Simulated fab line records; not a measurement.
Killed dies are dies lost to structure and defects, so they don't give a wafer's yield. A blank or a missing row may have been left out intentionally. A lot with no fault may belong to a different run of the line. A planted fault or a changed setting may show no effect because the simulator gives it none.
Which tool is to blame? | flow n5_finfet | 8 lots, 24 wafers sampled, at 9 steps of a route of 1938

## WHAT EACH GAUGE READ, for each wafer
N5_DUMMY_GATE_CD_MEAS_50: target cd 14 nm.
lot  | measured    | on        | cd_nm (nm)
L799 | day 3 16:53 | cd_sem-02 | 13.7 13.8 13.7
L800 | day 3 21:52 | cd_sem-03 | 13.8 14.0 14.0
L805 | day 5 07:43 | cd_sem-01 | 14.3 14.6 14.2
L808 | day 6 03:16 | cd_sem-02 | 14.5 14.3 13.6
L813 | day 7 04:19 | cd_sem-02 | 14.4 13.6 13.4
L815 | day 7 17:02 | cd_sem-03 | 14.0 13.6 14.7
L816 | day 7 23:34 | cd_sem-02 | 13.6 13.6 13.1
L819 | day 8 20:26 | cd_sem-03 | 13.9 14.5 14.1

N5_DUMMY_GATE_CD_MEAS_24: target cd 15 nm.
lot  | measured    | on        | cd_nm (nm)
L799 | day 3 17:24 | cd_sem-01 | 14.8 14.5 15.0
L800 | day 3 22:22 | cd_sem-01 | 15.2 15.1 15.2
L805 | day 5 08:14 | cd_sem-03 | 15.2 15.5 14.5
L808 | day 6 03:53 | cd_sem-02 | 15.5 15.4 14.9
L813 | day 7 04:48 | cd_sem-01 | 15.2 14.8 14.1
L815 | day 7 17:32 | cd_sem-02 | 15.0 15.0 15.4
L816 | day 8 00:04 | cd_sem-03 | 14.6 14.7 14.3
L819 | day 8 21:03 | cd_sem-02 | 15.1 15.8 15.8

N5_DUMMY_GATE_INSPECT_27: inspects for defects (brightfield).
lot  | measured    | on                | raw_defect_count
L799 | day 3 18:16 | defect_inspect-01 | 209 367 208
L800 | day 3 22:53 | defect_inspect-01 | 324 260 396
L805 | day 5 08:31 | defect_inspect-01 | 352 256 192
L808 | day 6 04:10 | defect_inspect-01 | 334 351 497
L813 | day 7 05:05 | defect_inspect-01 | 774 678 731
L815 | day 7 17:49 | defect_inspect-01 | 264 171 178
L816 | day 8 00:35 | defect_inspect-01 | 677 558 585
L819 | day 8 21:26 | defect_inspect-02 | 319 483 388

N5_SPACER0_INSPECT_04: inspects for defects (darkfield).
lot  | measured    | on                | raw_defect_count
L799 | day 3 18:53 | defect_inspect-01 | 81 136 88
L800 | day 3 23:29 | defect_inspect-01 | 140 120 171
L805 | day 5 09:08 | defect_inspect-01 | 134 94 98
L808 | day 6 04:47 | defect_inspect-02 | 134 154 194
L813 | day 7 05:41 | defect_inspect-02 | 610 519 571
L815 | day 7 18:53 | defect_inspect-02 | 104 79 66
L816 | day 8 01:12 | defect_inspect-01 | 522 485 481
L819 | day 8 22:02 | defect_inspect-01 | 110 169 163

N5_SD_EPI_N_INSPECT_11: inspects for defects (macro).
lot  | measured    | on                | raw_defect_count
L799 | day 3 19:20 | defect_inspect-01 | 0 5 0
L800 | day 3 23:56 | defect_inspect-01 | 3 1 0
L805 | day 5 09:28 | defect_inspect-01 | 5 3 1
L808 | day 6 05:14 | defect_inspect-02 | 2 3 3
L813 | day 7 06:01 | defect_inspect-02 | >300 >300 >300
L815 | day 7 19:20 | defect_inspect-02 | 1 2 1
L816 | day 8 01:39 | defect_inspect-01 | >300 >300 >300
L819 | day 8 22:30 | defect_inspect-01 | 3 1 2

N5_SD_EPI_N_INSPECT_26: inspects for defects (darkfield).
lot  | measured    | on                | raw_defect_count
L799 | day 3 23:32 | defect_inspect-01 | 177 176 140
L800 | day 4 03:55 | defect_inspect-01 | 207 184 257
L805 | day 5 13:39 | defect_inspect-02 | 231 189 198
L808 | day 6 09:13 | defect_inspect-01 | 203 207 250
L813 | day 7 10:03 | defect_inspect-01 | 671 615 673
L815 | day 7 23:34 | defect_inspect-01 | 159 104 91
L816 | day 8 06:16 | defect_inspect-01 | 612 539 551
L819 | day 9 02:29 | defect_inspect-01 | 179 242 206

N5_BEOL_M4_RC_MEAS_101.
lot  | measured     | on        | DIBL_N (mV/V)  | DIBL_P (mV/V)  | IOFF_N (nA/um)    | IOFF_P (nA/um) | ION_N (uA/um) | ION_P (uA/um) | SS_N (mV/dec)  | SS_P (mV/dec)  | VT_N (mV)   | VT_P (mV)
L799 | day 9 00:14  | prober-02 | 38.4 39.5 36.4 | 37.5 39.5 35.9 | 0.175 0.193 0.144 | 0.22 0.27 0.20 | 679 685 678   | 461 473 464   | 72.8 72.2 70.8 | 73.6 74.4 73.0 | 251 250 251 | -251 -249 -253
L800 | day 9 06:08  | prober-01 | 37.5 37.4 36.8 | 36.1 36.3 35.5 | 0.193 0.183 0.180 | 0.24 0.25 0.24 | 691 685 697   | 468 471 476   | 71.4 70.9 70.6 | 73.7 73.9 72.9 | 245 246 245 | -246 -243 -243
L805 | day 10 08:57 | prober-01 | 35.2 35.3 36.4 | 35.2 35.7 37.6 | 0.136 0.153 0.168 | 0.18 0.20 0.22 | 671 688 688   | 462 468 469   | 71.4 70.8 71.9 | 73.4 72.8 72.6 | 250 249 246 | -252 -249 -248
L808 | day 11 00:41 | prober-02 | 33.4 33.7 36.6 | 32.2 32.9 37.2 | 0.113 0.112 0.168 | 0.16 0.17 0.23 | 656 659 684   | 449 457 465   | 71.4 70.6 71.2 | 71.8 72.4 73.2 | 254 255 249 | -252 -251 -248
L813 | day 12 11:53 | prober-01 | 35.1 35.1 37.1 | 36.0 35.8 38.2 | 0.145 0.148 0.178 | 0.19 0.19 0.22 | 665 671 678   | 459 458 460   | 70.7 71.4 72.4 | 73.7 72.8 74.1 | 251 249 249 | -252 -250 -252
L815 | day 13 01:37 | prober-01 | 36.5 37.5 34.7 | 36.6 37.0 35.0 | 0.159 0.174 0.136 | 0.20 0.21 0.18 | 669 680 661   | 459 464 460   | 71.4 72.2 70.6 | 73.7 73.4 72.9 | 253 250 253 | -251 -249 -254
L816 | day 12 21:25 | prober-02 | 33.9 35.2 35.8 | 35.1 36.3 37.1 | 0.134 0.168 0.181 | 0.19 0.23 0.23 | 659 673 680   | 463 466 460   | 70.9 71.8 72.2 | 73.0 73.2 73.5 | 254 248 249 | -250 -246 -246
L819 | day 13 18:08 | prober-01 | 38.3 34.6 35.0 | 36.3 32.5 33.8 | 0.182 0.124 0.136 | 0.21 0.17 0.18 | 675 668 665   | 454 456 461   | 71.5 71.3 71.1 | 73.9 72.6 73.1 | 248 254 249 | -251 -253 -253

## WHAT TOOL EACH LOT RAN ON (gives the tool, then ch and the chambers of the sampled wafers, and finally the start)
lot  | N5_DUMMY_GATE_STRIP_48            | N5_SD_EPI_N_ETCH_34
L799 | rie_diel-04 ch 0,1,2, day 3 18:05 | rie_diel-06 ch 1,2,3, day 3 19:37
L800 | rie_diel-02 ch 0,1,3, day 3 22:41 | rie_diel-05 ch 0,1,2, day 4 00:01
L805 | rie_diel-04 ch 0,1,3, day 5 08:19 | rie_diel-01 ch 0,1,3, day 5 09:42
L808 | rie_diel-02 ch 0,2,3, day 6 03:59 | rie_diel-05 ch 0,1,2, day 6 05:18
L813 | rie_diel-02 ch 0,1,2, day 7 04:54 | rie_diel-01 ch 0,2, day 7 06:05
L815 | rie_diel-04 ch 1,2,3, day 7 17:37 | rie_diel-01 ch 0,2,3, day 7 19:39
L816 | rie_diel-02 ch 0,2,3, day 8 00:24 | rie_diel-06 ch 0,2,3, day 8 01:50
L819 | rie_diel-04 ch 0,2,3, day 8 21:15 | rie_diel-05 ch 0,1, day 8 22:34
- N5_DUMMY_GATE_STRIP_48: strips in N2/H2, time 20 s.
- N5_SD_EPI_N_ETCH_34: etches SiARC in CF4, target depth 45.5 nm, time 75.8 s.

## AS READ BY THE TOOLS THEMSELVES (means over the sampled wafers that have a number; for cases with no such wafer, the mark the record gives instead)
N5_DUMMY_GATE_STRIP_48.
lot  | tool        | drypump_motor_current_A (A) | oes_product_au (a.u.) | rf_vpp_V (V) | showerhead_plenum_p_Torr (Torr) | temp_c (C) | throttle_valve_pct (%)
L799 | rie_diel-04 | 5.9                         | 0.76                  | 45.2         | 3.37                            | 40.07      | 12.26
L800 | rie_diel-02 | 6.0                         | 0.77                  | 44.6         | 3.43                            | 40.10      | 12.17
L805 | rie_diel-04 | 6.2                         | 0.74                  | 45.9         | 3.41                            | 40.00      | 12.26
L808 | rie_diel-02 | 6.0                         | 0.75                  | 45.7         | 3.46                            | 40.01      | 12.19
L813 | rie_diel-02 | 5.8                         | 0.78                  | 46.0         | 3.39                            | 40.05      | 12.09
L815 | rie_diel-04 | 5.8                         | 0.73                  | 45.3         | 3.45                            | 39.96      | 12.21
L816 | rie_diel-02 | 6.0                         | 0.74                  | 45.5         | 3.45                            | 40.04      | 12.21
L819 | rie_diel-04 | 5.9                         | 0.73                  | 45.3         | 3.35                            | 40.02      | 12.31

N5_SD_EPI_N_ETCH_34.
lot  | tool        | bias_w (W) | drypump_motor_current_A (A) | etch_rf_on_time_s (s) | oes_product_au (a.u.) | rf_vpp_V (V) | showerhead_plenum_p_Torr (Torr) | throttle_valve_pct (%)
L799 | rie_diel-06 | 35.98      | 5.9                         | 76.1                  | 0.65                  | 184.7        | 2.17                            | 15.69
L800 | rie_diel-05 | 36.01      | 5.8                         | 75.1                  | 0.65                  | 185.4        | 2.20                            | 15.70
L805 | rie_diel-01 | 36.00      | 5.4                         | 75.1                  | 0.66                  | 183.5        | 2.14                            | 15.82
L808 | rie_diel-05 | 36.07      | 5.8                         | 76.7                  | 0.63                  | 184.9        | 2.19                            | 15.73
L813 | rie_diel-01 | 36.11      | 5.5                         | 76.9                  | 0.69                  | 184.0        | 2.13                            | 15.62
L815 | rie_diel-01 | 36.03      | 5.5                         | 76.0                  | 0.66                  | 184.3        | 2.17                            | 15.80
L816 | rie_diel-06 | 36.04      | 5.7                         | 76.2                  | 0.65                  | 184.1        | 2.15                            | 15.77
L819 | rie_diel-05 | 36.02      | 6.3                         | 76.2                  | 0.61                  | 184.1        | 2.16                            | 15.67

## THE ANSWER, worked out from the rows above alone
Rule: the usual values come from the lots themselves. The widest of any qualifying gaps counts: lots, ordered by their means at a reading, are off when they make up no more than a third of the lots, leave a main group of 4 or more, and stand apart from it by 3 or more times the standard deviation of that group's means. A main group whose means are all the same, to the digits that the tables above print for the reading, isn't used. A lot without any number at a reading at which 4 lots or more have one is off too. Where the step has rows for the other lots, those lots are counted as sound. After the gauges, taken in route order, come the tools' own readings; for these a lot's mean is taken, as printed above. The first step at which some lot is off is used, and at that step the reading that is off furthest; a lot without a number counts as furthest.
Off at N5_SPACER0_INSPECT_04 (raw_defect_count): L813, L816. For the main group the mean is 124 and the standard deviation 28.
A tool fits if, at a process step before that reading, it ran every lot that is off, and no sound lot after the first of them. Gauges at N5_SPACER0_INSPECT_04: tried the same way as those tools. One fits: N5_DUMMY_GATE_STRIP_48 on rie_diel-02. A fault onset in the window from L808 (day 6 03:59, its last sound lot) to L813 (day 7 04:54, its first lot off) fits.

## WHAT THE SIMULATOR PUT IN
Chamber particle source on rie_diel-02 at N5_DUMMY_GATE_STRIP_48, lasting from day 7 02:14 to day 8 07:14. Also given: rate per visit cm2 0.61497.
Shown lots that were struck: L813, L816. The rule given above showed the same thing.
